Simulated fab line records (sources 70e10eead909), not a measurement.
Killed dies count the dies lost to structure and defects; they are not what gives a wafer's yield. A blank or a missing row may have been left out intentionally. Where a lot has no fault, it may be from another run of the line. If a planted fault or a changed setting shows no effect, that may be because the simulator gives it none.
Which tool did it? + flow nand-harc + 14 lots with 42 wafers sampled at 6 steps, on a route of 1302 steps

WHAT THE GAUGES SHOWED, per wafer
NHARC_P_GATE_INSPECT_68.
| lot  | measured     | on                | raw-defect-count |
|------|--------------|-------------------|------------------|
| L194 | day 5 23:52  | defect-inspect-02 | 151 130 244      |
| L200 | day 8 09:52  | defect-inspect-01 | 1356 1259 1300   |
| L202 | day 9 08:07  | defect-inspect-02 | 1488 1386 1480   |
| L206 | day 10 18:54 | defect-inspect-02 | 319 302 344      |
| L207 | day 11 05:07 | defect-inspect-02 | 311 183 201      |
| L209 | day 11 20:29 | defect-inspect-01 | 165 104 135      |
| L210 | day 12 20:22 | defect-inspect-02 | 195 120 181      |
| L211 | day 12 22:13 | defect-inspect-01 | 269 338 197      |
| L212 | day 13 16:10 | defect-inspect-01 | 172 208 241      |
| L213 | day 14 00:25 | defect-inspect-01 | 446 264 342      |
| L215 | day 14 11:03 | defect-inspect-01 | 139 232 131      |
| L214 | day 14 11:49 | defect-inspect-02 | 200 188 180      |
| L216 | day 14 21:37 | defect-inspect-01 | 124 189 151      |
| L217 | day 15 11:50 | defect-inspect-02 | 189 202 185      |

NHARC_P_CONTACT_CD_MEAS_12: target cd 90 nm.
| lot  | measured     | on        | cd-nm (nm)     |
|------|--------------|-----------|----------------|
| L194 | day 6 01:29  | cd-sem-02 | 89.9 89.9 89.6 |
| L200 | day 8 11:22  | cd-sem-01 | 89.6 90.0 89.5 |
| L202 | day 9 09:44  | cd-sem-02 | 90.3 89.3 89.5 |
| L206 | day 10 20:33 | cd-sem-03 | 90.1 90.2 90.8 |
| L207 | day 11 06:44 | cd-sem-02 | 90.4 90.5 90.0 |
| L209 | day 11 21:59 | cd-sem-02 | 90.6 90.2 90.6 |
| L210 | day 12 21:59 | cd-sem-02 | 89.5 89.4 89.5 |
| L211 | day 13 00:04 | cd-sem-03 | 90.5 90.3 90.1 |
| L212 | day 13 17:40 | cd-sem-03 | 90.6 90.6 90.8 |
| L213 | day 14 02:02 | cd-sem-01 | 91.1 90.1 90.5 |
| L215 | day 14 12:32 | cd-sem-02 | 90.1 89.7 90.4 |
| L214 | day 14 13:25 | cd-sem-03 | 90.5 90.4 90.5 |
| L216 | day 14 23:13 | cd-sem-03 | 90.6 91.0 90.2 |
| L217 | day 15 13:19 | cd-sem-03 | 89.4 89.2 88.9 |

NHARC_END_SORT_01.
| lot  | measured     | on        | killed-at-array | killed-at-other | killed-at-periphery | killed-dies | killed-open | killed-short |
|------|--------------|-----------|-----------------|-----------------|---------------------|-------------|-------------|--------------|
| L200 | day 27 00:16 | prober-02 | 39 25 27        | 0 0 0           | 100 58 45           | 139 83 72   | 2 1 1       | 2 1 2        |
| L202 | day 27 14:41 | prober-01 | 20 17 15        | 0 1 0           | 107 47 100          | 127 65 115  | 3 3 1       | 0 0 1        |

EACH LOT AND THE TOOL THAT RAN IT (in order: tool; ch and the chambers of the sampled wafers; start)
| lot  | NHARC_P_GATE_STRIP_95                | NHARC_P_GATE_SPUTTER_79      | NHARC_P_CONTACT_CMP_01        |
|------|--------------------------------------|------------------------------|-------------------------------|
| L194 | plasma-asher-02 ch 0,1, day 5 21:58  | pvd-sputter-01, day 5 23:04  | cmp-02 ch 0,1,2, day 6 00:42  |
| L200 | plasma-asher-02 ch 0,1, day 8 07:44  | pvd-sputter-01, day 8 08:55  | cmp-01 ch 1,2,3, day 8 10:41  |
| L202 | plasma-asher-01 ch 0,1, day 9 06:18  | pvd-sputter-01, day 9 07:21  | cmp-01 ch 0,1,3, day 9 08:54  |
| L206 | plasma-asher-02 ch 0,1, day 10 16:52 | pvd-sputter-02, day 10 17:54 | cmp-01 ch 0,1,3, day 10 19:50 |
| L207 | plasma-asher-02 ch 0,1, day 11 03:20 | pvd-sputter-02, day 11 04:22 | cmp-04 ch 1,2, day 11 05:56   |
| L209 | plasma-asher-01 ch 0,1, day 11 18:42 | pvd-sputter-01, day 11 19:44 | cmp-04 ch 2,3, day 11 21:17   |
| L210 | plasma-asher-02 ch 0,1, day 12 18:27 | pvd-sputter-01, day 12 19:33 | cmp-02 ch 1,2,3, day 12 21:10 |
| L211 | plasma-asher-01 ch 0,1, day 12 20:24 | pvd-sputter-01, day 12 21:26 | cmp-02 ch 0,1,3, day 12 23:14 |
| L212 | plasma-asher-01 ch 0,1, day 13 14:20 | pvd-sputter-02, day 13 15:22 | cmp-04 ch 0,2,3, day 13 16:59 |
| L213 | plasma-asher-02 ch 0,1, day 13 22:37 | pvd-sputter-02, day 13 23:40 | cmp-02 ch 2,3, day 14 01:12   |
| L215 | plasma-asher-02 ch 0,1, day 14 09:13 | pvd-sputter-03, day 14 10:16 | cmp-02 ch 0,1,3, day 14 11:51 |
| L214 | plasma-asher-02 ch 1, day 14 10:00   | pvd-sputter-03, day 14 11:02 | cmp-04 ch 2,3, day 14 12:36   |
| L216 | plasma-asher-01 ch 0,1, day 14 19:48 | pvd-sputter-03, day 14 20:51 | cmp-01 ch 0,2, day 14 22:24   |
| L217 | plasma-asher-02 ch 0,1, day 15 10:01 | pvd-sputter-01, day 15 11:03 | cmp-02 ch 0,1,3, day 15 12:37 |
- NHARC_P_GATE_STRIP_95: strips in O2.
- NHARC_P_GATE_SPUTTER_79: material TiN, target thk 10 nm.
- NHARC_P_CONTACT_CMP_01: polishes SiO2, target thk 200 nm.

WHAT THE TOOLS THEMSELVES READ (means of the sampled wafers that have a number; where no wafer has one, the mark that the record gives instead)
NHARC_P_GATE_STRIP_95.
| lot  | tool            | drypump-motor-current-A (A) | heater-power-w (W) |
|------|-----------------|-----------------------------|--------------------|
| L194 | plasma-asher-02 | 5.7                         | 317                |
| L200 | plasma-asher-02 | 5.7                         | 310                |
| L202 | plasma-asher-01 | 6.0                         | 368                |
| L206 | plasma-asher-02 | 5.9                         | 315                |
| L207 | plasma-asher-02 | 5.9                         | 314                |
| L209 | plasma-asher-01 | 6.1                         | 361                |
| L210 | plasma-asher-02 | 5.7                         | 314                |
| L211 | plasma-asher-01 | 6.1                         | 363                |
| L212 | plasma-asher-01 | 6.0                         | 368                |
| L213 | plasma-asher-02 | 5.9                         | 316                |
| L215 | plasma-asher-02 | 5.9                         | 315                |
| L214 | plasma-asher-02 | 5.4                         | 305                |
| L216 | plasma-asher-01 | 6.1                         | 368                |
| L217 | plasma-asher-02 | 5.9                         | 316                |

NHARC_P_CONTACT_CMP_01.
| lot  | tool   | motor-current-A (A) |
|------|--------|---------------------|
| L194 | cmp-02 | 12.0                |
| L200 | cmp-01 | 12.7                |
| L202 | cmp-01 | 12.4                |
| L206 | cmp-01 | 12.5                |
| L207 | cmp-04 | 12.6                |
| L209 | cmp-04 | 13.4                |
| L210 | cmp-02 | 12.2                |
| L211 | cmp-02 | 11.8                |
| L212 | cmp-04 | 12.9                |
| L213 | cmp-02 | 12.9                |
| L215 | cmp-02 | 12.1                |
| L214 | cmp-04 | 13.3                |
| L216 | cmp-01 | 12.5                |
| L217 | cmp-02 | 12.3                |

THE ANSWER, worked out from the rows above alone
Rule: the usual values come from the lots themselves. The widest of any qualifying gaps counts: lots, ordered by their means at a reading, are off when they make up no more than a third of the lots, leave a main group of 4 or more, and stand apart from it by 3 or more times the standard deviation of that group's means. If all means in a main group match to the digits the tables above print for the reading, that group is not used. A lot without any number at a reading at which 4 lots or more have one is off too. All remaining lots with rows at the step are treated as sound. Order of review: gauges by route order, followed by the tools' own readings, for which a lot's mean as printed above is used. At the first step where some lot is off, the reading lying furthest off is the one used; lots without a number count as furthest.
Off: L200, L202, at NHARC_P_GATE_INSPECT_68 (raw-defect-count). Main group: mean 213, sd 65.
A tool fits if, at a process step before that reading, it ran every lot that is off, and no sound lot after the first of them. The gauges at NHARC_P_GATE_INSPECT_68 are tried like those tools. No candidate that was tried fits.

WHAT THE SIMULATOR HAD INSERTED
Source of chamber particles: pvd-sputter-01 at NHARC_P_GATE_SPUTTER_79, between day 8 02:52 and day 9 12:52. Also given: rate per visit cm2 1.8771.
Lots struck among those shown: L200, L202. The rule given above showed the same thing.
